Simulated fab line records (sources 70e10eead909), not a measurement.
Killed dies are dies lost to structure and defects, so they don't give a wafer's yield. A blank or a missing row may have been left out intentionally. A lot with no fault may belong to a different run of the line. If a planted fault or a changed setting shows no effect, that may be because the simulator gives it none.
Struck lot and sound lot, side by side + flow nand harc + 14 out of 1159 route steps
Sound: wafers L438.1, L438.4, L438.6. Struck: wafer L443.2 (left out: L443.5, a lot-mate that was not struck); the cause follows at the end.
Order at every step that has rows: each side's tool, ch and its chambers, its first start. Under that, the readings that differ: sound wafers + struck wafers + difference of the means + sigmas: that difference in standard deviations of wafers without a fault.
alike: a reading whose means differ by less than 2 such deviations, as well as words and numbers matching on both sides. not compared: withheld readings; readings where some wafer has no value; bounds like >300 that might hide an equal value; numbers whose values overlap and for which the record gives no deviation.
Wherever a step has rows on one side only, a row that says differs or no value, or a row with sigmas, the two part there. Non-overlapping numbers with no deviation appear without sigmas and do not part them. Lack of a reading on every wafer of one side parts them only where that side has two or more wafers.

NHARC_A_ZERO_WELL_INSPECT_17:
  sound: defect inspect-02 at day 10 05:05; struck: defect inspect-02 at day 11 01:15
  alike: raw defect count
then, 3 steps without rows for these wafers: NHARC_A_SOURCE_PLATE_PRECLEAN_00 (cleans in HF-LAST, time 60 s); NHARC_A_SOURCE_PLATE_SRD_01; NHARC_A_SOURCE_PLATE_OXIDE_02 (material SiO2, target thk 10 nm, ox time 1362 s).
NHARC_A_SOURCE_PLATE_THK_MEAS_09: measures by ellipsometry.
  sound: film metro-01 at day 10 13:01; struck: film metro-01 at day 11 07:47
  alike: thk nm
then, 3 steps without rows for these wafers: NHARC_A_SOURCE_PLATE_PVD_04 (deposits WSi2, target thk 50 nm); NHARC_A_SOURCE_PLATE_CVD_03 (deposits poly-Si, target thk 200 nm, time 4000 s); NHARC_A_SOURCE_PLATE_ANNEAL_05 (time 1800 s).
NHARC_A_SOURCE_PLATE_THK_MEAS_06: measures by ellipsometry.
  sound: film metro-02 at day 11 01:56; struck: film metro-01 at day 11 18:21
  alike: thk nm
NHARC_A_SOURCE_PLATE_INSPECT_08:
  sound: defect inspect-01 at day 11 02:01; struck: defect inspect-02 at day 11 18:25
  alike: raw defect count
NHARC_A_ONON_D1_DEP_00: target thk 1000 nm.
  sound on pecvd onon-01 ch 0, day 11 02:04; struck on pecvd onon-03 ch 0, day 11 18:33
  alike: n2o flow sccm
NHARC_A_ONON_D1_THK_MEAS_02: measures by ellipsometry.
  sound: film metro-02 at day 11 02:35; struck: film metro-02 at day 11 19:01
| reading     | sound       | struck | difference | sigmas |
|-------------|-------------|--------|------------|--------|
| thk nm (nm) | 998 997 998 | 1476   | +478       | +51    |
then NHARC_A_ONON_D1_DEP_03 (target thk 1000 nm), 1 step lacking rows for these wafers.
-- record jumps: 12 days between struck wafers' starts before vs after; left off in module A_ONON_D1, resumes in module END, first step shown is number 1159 of the route --
NHARC_END_SORT_01:
  here the record holds rows for the struck wafers (prober-01 ch 0, day 23 23:38) but none for the sound ones

== WHERE THEY PART ==
Earliest at NHARC_A_ONON_D1_THK_MEAS_02; latest, in this record, at NHARC_END_SORT_01.

WHY: the cause the simulator had injected
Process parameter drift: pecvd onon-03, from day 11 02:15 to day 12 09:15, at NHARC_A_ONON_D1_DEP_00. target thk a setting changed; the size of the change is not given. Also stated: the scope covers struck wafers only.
